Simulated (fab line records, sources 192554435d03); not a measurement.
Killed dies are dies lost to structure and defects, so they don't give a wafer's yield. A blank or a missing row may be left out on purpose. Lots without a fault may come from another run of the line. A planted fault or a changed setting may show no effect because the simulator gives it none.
fab line records | flow n5_finfet
record lots=11 wafers=33 last_day=20
route steps=1938 shown BEOL_M14@1757 MIM_BOT@1833 PASS1_CAP@1874 PASSIVATION@1906
lots that met no fault: from a run of the same line without faults
start_h: hours from the record's first day to the start of the lot's first wafer shown | wait_h: hours since the lot's step before | " the same as in the row above | L1.1+2: a row that stands for several wafers | - no value, or no start given | * or withheld: withheld | < > ~ a bound
route shown NAME@n: a module of which the file shows steps, and the number in the route of the first | usual: mean/standard deviation of fault-free wafers | same: alike in all rows | chamber/n: place in a boat | sites: the reading at each site | _std_site: their standard deviation | _edge_site: outer sites' mean less inner sites' | radius_mm: how far each site lies from the wafer's centre | mask NAME#n: copy n | behind: the tool/chamber that last shaped the wafer | hold: why the lot was held/for how many hours/how that ended | device: the transistor (n, p or np) that didn't switch | end of line: the same wafers' tests at the end of the route | a step without rows: its recipe alone | killed: dies lost to structure and defects at the first sort, not the wafer's yield | map: a wafer's dies, x killed, . not, _ none there
set.NAME: the setting as run; set.NAME@STEP: as run at that earlier step | model.NAME: the simulator's own value behind a step, which no gauge read
steps of the route over a sample of lots; a table a step, a row a wafer
services: from which hour (start_h, from the record's first day; less than 0 if before it) a tool's chamber was out of use, for how many hours, and why
## steps
# step N5_BEOL_M14_ETCH_38
# recipe chemistry=CF4/N2 target=SiCN target_depth_a=1065 taper_deg=2 time_s=120.6 ion_energy_ev=150 mask_material=SiO2 pressure_mtorr=40 source_w=430 bias_w=70 Ar_flow_sccm=100 cf4_flow_sccm=60 n2_flow_sccm=60
# usual cf4_flow_sccm=60.01/0.17 drypump_motor_current_A=5.8/0.35 oes_product_au=0.83/0.076 rf_vpp_V=383.2/1.4 showerhead_plenum_p_Torr=2.24/0.047 throttle_valve_pct=15.24/0.25
# columns lot.wafer tool chamber start_h wait_h cf4_flow_sccm drypump_motor_current_A oes_product_au rf_hours_counter_h rf_vpp_V showerhead_plenum_p_Torr throttle_valve_pct
L541.3 rie_diel-01 0 273.00 - 59.71 5.9 0.83 53 384.4 2.34 14.99
L541.4 " 3 " " 60.08 5.3 0.86 61 382.6 2.24 15.20
L541.5 " 2 " " 59.90 5.9 0.78 - 385.7 2.30 15.16
L542.1 rie_diel-04 3 299.91 - 59.61 5.4 0.84 50 383.8 2.24 15.02
L542.5 " 2 " " 59.78 5.9 0.70 - 381.2 2.17 15.58
L542.6 " 1 " " 60.13 6.2 0.71 - 381.8 2.27 15.92
L544.1 rie_diel-01 0 315.57 - 60.14 5.9 0.82 67 385.5 2.33 15.04
L544.2 " 2 " " 59.82 5.9 0.77 110 385.7 2.30 15.19
L544.3 " 3 " " 60.05 5.2 0.83 75 382.8 2.24 15.23
L546.2 rie_diel-01 0 322.18 - 59.83 5.9 0.82 70 385.2 2.33 15.03
L546.3 " 2 " " 59.96 5.9 0.76 113 385.1 2.29 15.19
L546.4 " 0 " " 59.94 5.9 0.82 - 387.2 2.33 15.03
L548.1 rie_diel-01 1 357.46 - 60.08 5.3 0.98 5 382.3 2.27 15.24
L548.3 " 3 " " 60.00 5.2 0.82 92 383.2 2.23 15.26
L548.5 " 2 " " 59.90 5.9 0.74 - 385.5 2.29 15.21
L550.3 rie_diel-01 3 374.56 - 60.03 5.2 0.82 99 382.3 2.23 15.26
L550.4 " 0 " " 60.43 5.9 0.78 87 385.7 2.32 15.05
L550.6 " 2 " " 60.02 5.9 0.73 - 386.3 2.29 15.23
L552.1 rie_diel-04 0 388.42 - 59.86 6.1 0.83 97 381.4 2.23 15.06
L552.2 " 2 " " 60.02 6.0 0.92 13 380.3 2.16 15.13
L552.5 " 0 " " 59.96 6.1 0.83 - 384.7 2.23 15.05
L554.2 rie_diel-01 3 389.70 - 59.92 5.2 0.80 105 383.4 2.23 15.31
L554.3 " 1 " " 59.75 5.3 0.95 18 383.5 2.26 15.24
L554.5 " 0 " " 60.16 5.9 0.79 - 384.1 2.32 15.07
L557.3 rie_diel-04 2 394.29 - 60.03 5.9 0.90 15 383.1 2.16 15.14
L557.4 " 3 " " 60.01 5.4 0.80 85 383.7 2.23 15.10
L557.5 " 2 " " 59.86 5.9 0.90 - 381.3 2.16 15.14
L558.1 rie_diel-04 1 407.53 - 60.35 6.2 0.95 10 385.4 2.26 15.48
L558.2 " 3 " " 60.10 5.6 0.79 88 382.0 2.23 15.11
L558.6 " 1 " " 59.84 6.2 0.96 - 383.3 2.26 15.49
L562.1 rie_diel-04 2 448.58 - 60.12 5.9 0.87 33 381.5 2.16 15.16
L562.2 " 0 " " 60.12 6.1 0.82 117 383.3 2.22 15.09
L562.4 " 1 " " 60.23 6.2 0.91 25 383.6 2.25 15.53
# step N5_MIM_BOT_SPUTTER_00
# recipe material=TiN target_thk_a=350 temp_c=200 power_w=3000 chamber_pressure_pa=0.49996 gas=Ar reactive_partial_pa=0.37997 time_s=89.7
# usual substrate_temp_c=200.02/0.18 susceptor_temp_C=200.01/0.16 throttle_valve_pct=29.8/0.82
# columns lot.wafer tool chamber start_h wait_h substrate_temp_c susceptor_temp_C throttle_valve_pct
L541.3 pvd_sputter-02 - 287.18 0.0 200.08 199.91 30.3
L541.4 " - " " 200.24 199.79 28.8
L541.5 " - " " 199.92 199.71 29.0
L542.1 pvd_sputter-01 - 309.48 0.0 199.91 200.03 30.0
L542.5 " - " " 199.72 199.81 31.4
L542.6 " - " " 199.70 199.84 30.2
L544.1 pvd_sputter-01 - 326.57 0.0 200.03 200.00 29.9
L544.2 " - " " 199.84 200.16 31.4
L544.3 " - " " 200.17 199.96 28.2
L546.2 pvd_sputter-03 - 335.48 0.0 199.84 200.13 29.6
L546.3 " - " " 200.23 200.12 30.9
L546.4 " - " " 200.50 199.73 29.3
L548.1 pvd_sputter-01 - 367.71 0.0 200.33 199.72 31.3
L548.3 " - " " 200.03 200.14 28.3
L548.5 " - " " 200.13 199.91 28.1
L550.3 pvd_sputter-01 - 385.49 0.0 200.11 200.15 31.3
L550.4 " - " " 200.04 200.04 30.4
L550.6 " - " " 200.20 200.21 30.0
L552.1 pvd_sputter-03 - 398.53 0.0 199.85 200.06 29.3
L552.2 " - " " 199.96 199.96 30.7
L552.5 " - " " 200.02 200.02 30.7
L554.2 pvd_sputter-03 - 404.09 0.0 199.79 200.12 29.4
L554.3 " - " " 199.80 199.92 30.6
L554.5 " - " " 200.19 200.00 29.7
L557.3 pvd_sputter-01 - 409.21 0.0 199.88 199.98 31.1
L557.4 " - " " 200.00 199.94 29.9
L557.5 " - " " 199.89 199.92 29.8
L558.1 pvd_sputter-02 - 417.24 0.0 200.02 200.05 28.9
L558.2 " - " " 200.11 200.02 30.2
L558.6 " - " " 200.09 200.29 29.9
L562.1 pvd_sputter-02 - 461.74 0.0 200.34 200.35 28.9
L562.2 " - " " 200.29 200.21 30.3
L562.4 " - " " 200.09 200.23 30.0
# step N5_PASSIVATION_PECVD_01
# recipe material=SiNx target_thk_a=2000 temp_c=400 precursor=SiH4/NH3/N2 pressure_torr=4.9 rf_w=1406 time_s=43.2
# usual heater_power_w=442/90 showerhead_plenum_p_Torr=8.64/0.067 susceptor_temp_C=400.03/0.23 throttle_valve_pct=29.5/1.6
# columns lot.wafer tool chamber start_h wait_h heater_power_w showerhead_plenum_p_Torr susceptor_temp_C throttle_valve_pct
L541.3 pecvd-02 1 290.74 0.0 261 8.64 399.96 29.2
L541.4 " 2 " " 362 8.60 399.84 27.2
L541.5 " 0 " " 532 8.78 400.39 31.4
L542.1 pecvd-02 0 312.50 0.0 389 8.79 399.65 31.3
L542.5 " 0 " " 414 8.76 400.02 31.1
L542.6 " 1 " " 363 8.62 400.03 29.3
L544.1 pecvd-01 0 329.60 0.0 423 8.56 399.77 30.4
L544.2 " 2 " " 483 8.77 399.89 27.9
L544.3 " 1 " " 425 8.62 400.13 30.0
L546.2 pecvd-04 2 339.25 0.0 627 8.56 400.05 27.8
L546.3 " 0 " " 401 8.66 399.96 29.6
L546.4 " 2 " " 623 8.56 399.85 28.0
L548.1 pecvd-01 0 370.91 0.0 429 8.59 399.86 30.3
L548.3 " 1 " " 354 8.61 400.10 29.7
L548.5 " 0 " " 448 8.61 400.12 30.5
L550.3 pecvd-01 1 388.78 0.0 422 8.62 399.93 29.9
L550.4 " 1 " " 446 8.63 400.10 29.9
L550.6 " 2 " " 418 8.74 399.97 27.6
L552.1 pecvd-04 0 401.60 0.0 371 8.68 399.55 29.9
L552.2 " 1 " " 386 8.66 400.58 32.5
L552.5 " 0 " " 384 8.68 400.29 29.9
L554.2 pecvd-01 2 407.12 0.0 430 8.73 400.23 27.7
L554.3 " 0 " " 494 8.59 399.87 30.5
L554.5 " 2 " " 434 8.75 400.04 27.8
L557.3 pecvd-04 2 412.40 0.0 594 8.54 399.89 28.0
L557.4 " 0 " " 314 8.65 400.26 30.1
L557.5 " 2 " " 617 8.51 400.10 28.1
L558.1 pecvd-01 0 420.51 0.0 519 8.56 400.33 30.4
L558.2 " 1 " " 463 8.63 399.97 29.6
L558.6 " 2 " " 481 8.74 400.06 27.7
L562.1 pecvd-04 0 464.91 0.0 266 8.66 400.08 30.1
L562.2 " 1 " " 315 8.62 400.11 32.4
L562.4 " 2 " " 584 8.55 400.06 28.1
# step N5_PASSIVATION_OVL_MEAS_63
# recipe points_per_wafer=44
# usual PAD_OVL=-1/6
# columns lot.wafer tool chamber start_h wait_h PAD_OVL[nm]
L541.3 overlay-01 0 292.81 0.0 0
L541.4 " 0 " " 11
L541.5 " 0 " " 5
L542.1 overlay-02 0 317.29 0.0 -3
L542.5 " 0 " " 5
L542.6 " 0 " " 0
L544.1 overlay-01 0 335.77 0.0 7
L544.2 " 0 " " 2
L544.3 " 0 " " 3
L546.2 overlay-01 0 341.07 0.0 -2
L546.3 " 0 " " 4
L546.4 " 0 " " 0
L548.1 overlay-02 0 373.23 0.0 -1
L548.3 " 0 " " 2
L548.5 " 0 " " -2
L550.3 overlay-02 0 394.63 0.0 -3
L550.4 " 0 " " 1
L550.6 " 0 " " 4
L552.1 overlay-01 0 405.19 0.0 4
L552.2 " 0 " " 1
L552.5 " 0 " " -1
L554.2 overlay-01 0 411.23 0.0 1
L554.3 " 0 " " -4
L554.5 " 0 " " -6
L557.3 overlay-02 0 414.50 0.0 -2
L557.4 " 0 " " 7
L557.5 " 0 " " -3
L558.1 overlay-01 0 423.02 0.0 -5
L558.2 " 0 " " 6
L558.6 " 0 " " -2
L562.1 overlay-02 0 469.92 0.0 -13
L562.2 " 0 " " -8
L562.4 " 0 " " -12
# step N5_PASSIVATION_PROBE_49
# usual defect_limited_yield=91.3/1.4 killed_at_M0_to_M3=34/10 killed_at_M4_up=14/5.5 killed_at_contacts=12/6 killed_at_front_end=40/10 killed_at_other=3.0/2.4 killed_dies=103/17 killed_on_rim=13/4.3 killed_open=68/13 killed_short=34/7.8 sort_bin_5_function=5.1/0.97 sort_bin_6_memory=3.3/0.66 sort_bin_8_speed=0.02/0.12 sort_n_pass=1077/17 sort_yield_pct=91.2/1.4
# same gross_dies=1180 killed_at_back_side=0 sort_bin_4_leakage[%]=0
# columns lot.wafer tool chamber start_h wait_h defect_limited_yield[%] killed_at_M0_to_M3 killed_at_M4_up killed_at_contacts killed_at_front_end killed_at_other killed_dies killed_on_rim killed_open killed_short sort_bin_5_function[%] sort_bin_6_memory[%] sort_bin_8_speed[%] sort_n_pass sort_yield_pct[%]
L548.1 prober-02 - 378.47 0.0 92.7 26 11 11 34 4 86 17 56 27 3.4 3.6 0 1094 92.7
L548.3 prober-02 - 378.57 0.1 93.6 23 13 7 33 0 76 6 42 34 3.9 2.1 0 1104 93.6
L548.5 prober-02 - 378.67 0.2 91.1 42 9 10 41 3 105 13 60 44 5.4 3.1 0 1075 91.1
L550.3 prober-01 - 399.67 0.1 88.6 25 53 22 35 0 135 21 68 20 7.2 3.1 0 1045 88.6
L550.4 prober-01 - 399.72 0.2 84.2 21 120 10 35 0 186 16 48 25 9.9 3.7 0 994 84.2
L550.6 prober-01 - 399.82 0.3 80.2 31 132 25 44 2 234 18 79 33 12.7 4.6 0 946 80.2
L554.2 prober-01 - 416.65 0.1 87.3 46 53 10 38 3 150 29 63 38 6.9 3.7 0 1030 87.3
L554.3 prober-01 - 416.70 0.1 83.3 33 127 11 24 2 197 19 57 24 10.7 4.2 0 983 83.3
L554.5 prober-01 - 416.80 0.2 82.4 27 127 8 42 4 208 19 62 35 11.1 4.7 0 972 82.4
# killed by level:class
L548.1 STI_FIN_REVEAL:geometric_particle:open=14 BEOL_M2:geometric_particle:open=8 MOL_CONTACT_COAG:geometric_particle:open=6 BEOL_M0_SAQP:geometric_particle:short=6 MOL_CONTACT_COAG:geometric_particle:short=5 BEOL_M4:geometric_particle:open=5 GATE_CUT:geometric_particle:short=4 STARTING-WAFER:geometric_particle:open=4
L548.3 GATE_CUT:geometric_particle:short=6 MOL_CONTACT_COAG:geometric_particle:open=6 BEOL_M4:geometric_particle:open=6 STARTING-WAFER:geometric_particle:short=6 STI_FIN_REVEAL:geometric_particle:open=5 BEOL_M0_SAQP:geometric_particle:open=5 BEOL_M2:geometric_particle:short=5 STARTING-WAFER:geometric_particle:open=5
L548.5 FIN_SAQP:geometric_particle:short=14 BEOL_M2:geometric_particle:open=12 MOL_CONTACT_COAG:geometric_particle:open=9 BEOL_M0_SAQP:geometric_particle:short=9 BEOL_M3:geometric_particle:open=8 FIN_SAQP:geometric_particle:open=6 STI_FIN_REVEAL:geometric_particle:open=5 STARTING-WAFER:geometric_particle:short=5
L550.3 BEOL_M14:unspecified=45 MOL_CONTACT_COAG:geometric_particle:open=17 STI_FIN_REVEAL:geometric_particle:open=10 FIN_SAQP:geometric_particle:open=8 BEOL_M1:geometric_particle:open=7 BEOL_M3:geometric_particle:open=5 MOL_CONTACT_COAG:geometric_particle:short=4 BEOL_M0_SAQP:geometric_particle:short=4
L550.4 BEOL_M14:unspecified=113 STI_FIN_REVEAL:geometric_particle:open=9 MOL_CONTACT_COAG:geometric_particle:open=8 FIN_SAQP:geometric_particle:open=7 BEOL_M1:geometric_particle:open=6 STARTING-WAFER:geometric_particle:short=5 BEOL_M2:geometric_particle:open=4 BEOL_M8:geometric_particle:open=4
L550.6 BEOL_M14:unspecified=121 MOL_CONTACT_COAG:geometric_particle:open=21 FIN_SAQP:geometric_particle:open=11 BEOL_M0_SAQP:geometric_particle:short=8 BEOL_M1:geometric_particle:open=8 GATE_CUT:geometric_particle:short=7 BEOL_M0_SAQP:geometric_particle:open=5 DUMMY_GATE:geometric_particle:open=4
L554.2 BEOL_M14:unspecified=42 BEOL_M0_SAQP:geometric_particle:open=9 FIN_SAQP:geometric_particle:open=8 MOL_CONTACT_COAG:geometric_particle:open=8 BEOL_M3:geometric_particle:open=7 HKMG_FIN:area_etch=7 STI_FIN_REVEAL:geometric_particle:open=6 BEOL_M0_SAQP:geometric_particle:short=6
L554.3 BEOL_M14:unspecified=116 BEOL_M0_SAQP:geometric_particle:open=9 MOL_CONTACT_COAG:geometric_particle:open=9 GATE_CUT:geometric_particle:short=6 BEOL_M0_SAQP:geometric_particle:short=5 BEOL_M2:geometric_particle:open=5 BEOL_M3:geometric_particle:open=5 FIN_SAQP:geometric_particle:open=4
L554.5 BEOL_M14:unspecified=110 FIN_SAQP:geometric_particle:open=7 STI_FIN_REVEAL:geometric_particle:open=7 BEOL_M0_SAQP:geometric_particle:short=7 FIN_SAQP:geometric_particle:short=6 BEOL_M1:geometric_particle:short=6 MOL_CONTACT_COAG:geometric_particle:open=5 BEOL_M7:geometric_particle:open=5
## services
# columns tool chamber start_h hours kind
rie_diel-01 - 252.18 2.8 pm
pecvd-01 1 281.62 2.1 scheduled_down
pecvd-04 - 288.42 33.3 repair
pecvd-02 - 297.46 0.3 repair
rie_diel-01 1 310.65 - clean
rie_diel-01 1 310.65 - consumable_replace:focus_ring
rie_diel-01 1 310.65 29.0 scheduled_down
rie_diel-01 1 310.65 29.0 vent_cycle
pecvd-04 - 328.99 0.3 repair
rie_diel-04 2 335.54 - clean
rie_diel-04 1 338.83 3.5 repair
pecvd-04 0 344.54 23.9 repair
pvd_sputter-01 - 344.74 1.6 repair
pvd_sputter-02 - 351.20 11.7 repair
rie_diel-01 0 354.91 5.7 repair
pecvd-02 - 369.11 3.9 repair
pvd_sputter-03 - 378.22 3.7 repair
pecvd-04 - 382.97 0.7 repair
pecvd-02 - 388.53 28.1 pm
pvd_sputter-03 - 421.46 2.4 repair
pvd_sputter-01 - 425.15 1.2 repair
pecvd-02 - 431.15 0.9 repair
pvd_sputter-01 - 463.21 7.4 repair
pecvd-01 2 464.91 2.2 repair
## key
first_sign step=N5_PASSIVATION_PROBE_49 reading=killed_at_M4_up direction=up sigmas=16 usual=14 struck=102
effect step=N5_PASSIVATION_PROBE_49 reading=killed_dies direction=up sigmas=4.9 usual=103 struck=185
more_kills_born_at N5_BEOL_M14_ETCH_38@rie_diel-01=547
met_at N5_BEOL_M14_ETCH_38
struck_lots L550,L554
not_acting_at N5_MIM_BOT_SPUTTER_00,N5_PASSIVATION_PECVD_01,N5_PASSIVATION_OVL_MEAS_63
onset_between 357.46 374.56
fault kind=chamber_particle_source tool=rie_diel-01 chamber=- onset_h=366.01 steps=N5_BEOL_M14_ETCH_38 rate_per_visit_cm2=0.71047 end_h=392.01
